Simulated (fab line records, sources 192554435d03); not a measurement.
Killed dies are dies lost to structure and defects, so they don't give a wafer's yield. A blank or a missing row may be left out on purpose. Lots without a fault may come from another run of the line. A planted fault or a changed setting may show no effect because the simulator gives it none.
Chamber matching | flow n5_finfet | N5_BEOL_M7_STRIP_19 on rie_diel-04: 4 sister chambers
The step strips in O2. 18 wafers are shown with their chamber, then 9 later ones without.

WAFERS WITH THEIR CHAMBER
wafer  | chamber | drypump_motor_current_A (A) | showerhead_plenum_p_Torr (Torr) | throttle_valve_pct (%)
L074.3 | 3       | 5.3                         | 2.18                            | 16.87
L074.4 | 1       | 4.9                         | 2.22                            | 16.64
L074.6 | 2       | 5.3                         | 2.05                            | 16.27
L075.2 | 0       | 5.6                         | 2.09                            | 16.69
L075.4 | 1       | 4.9                         | 2.21                            | 16.65
L075.5 | 2       | 5.3                         | 2.05                            | 16.28
L081.2 | 2       | 5.3                         | 2.04                            | 16.31
L081.3 | 3       | 5.3                         | 2.17                            | 16.93
L081.4 | 1       | 4.9                         | 2.21                            | 16.66
L083.2 | 3       | 5.3                         | 2.17                            | 16.90
L083.5 | 0       | 5.6                         | 2.08                            | 16.73
L083.6 | 3       | 5.3                         | 2.17                            | 16.92
L084.3 | 2       | 5.3                         | 2.04                            | 16.31
L084.5 | 1       | 4.9                         | 2.21                            | 16.69
L084.6 | 2       | 5.3                         | 2.04                            | 16.32
L086.4 | 2       | 5.3                         | 2.04                            | 16.34
L086.5 | 3       | 5.2                         | 2.17                            | 16.90
L086.6 | 2       | 5.3                         | 2.04                            | 16.34

SIGNATURES (means of the wafers above)
reading                  | chamber 0 | chamber 1 | chamber 2 | chamber 3 | scatter within a chamber
drypump_motor_current_A  | 5.600     | 4.900     | 5.300     | 5.280     | 0.0239
showerhead_plenum_p_Torr | 2.0850    | 2.2125    | 2.0429    | 2.1720    | 0.00498
throttle_valve_pct       | 16.7100   | 16.6600   | 16.3100   | 16.9040   | 0.025
Rule: a wafer's distance from a chamber is the root of the sum, over the readings, of the square of ((its reading less the chamber's mean) divided by the reading's scatter). The wafer belongs to the nearest chamber; if the next one is less than 2 further off, it can't be placed. The scatter: the root of (the sum of the squares of (reading less its chamber's mean) over the shown wafers, divided by (wafers less chambers)).

WAFERS WITHOUT THEIR CHAMBER
wafer  | drypump_motor_current_A (A) | showerhead_plenum_p_Torr (Torr) | throttle_valve_pct (%)
L090.1 | 5.7                         | 2.08                            | 16.75
L090.3 | 4.9                         | 2.20                            | 16.68
L090.6 | 4.8                         | 2.20                            | 16.70
L096.1 | 4.9                         | 2.20                            | 16.72
L096.2 | 5.2                         | 2.17                            | 16.92
L096.3 | 5.6                         | 2.08                            | 16.77
L097.1 | 5.2                         | 2.16                            | 16.95
L097.2 | 5.6                         | 2.08                            | 16.79
L097.5 | 5.3                         | 2.03                            | 16.36

WHICH CHAMBER EACH WENT THROUGH
wafer  | from the rows above | in truth
L090.1 | 0                   | 0
L090.3 | 1                   | 1
L090.6 | 1                   | 1
L096.1 | 1                   | 1
L096.2 | 3                   | 3
L096.3 | 0                   | 0
L097.1 | 3                   | 3
L097.2 | 0                   | 0
L097.5 | 2                   | 2
Placed correctly: 9 of 9. Can't be placed from these rows: 0. Placed wrongly: 0.
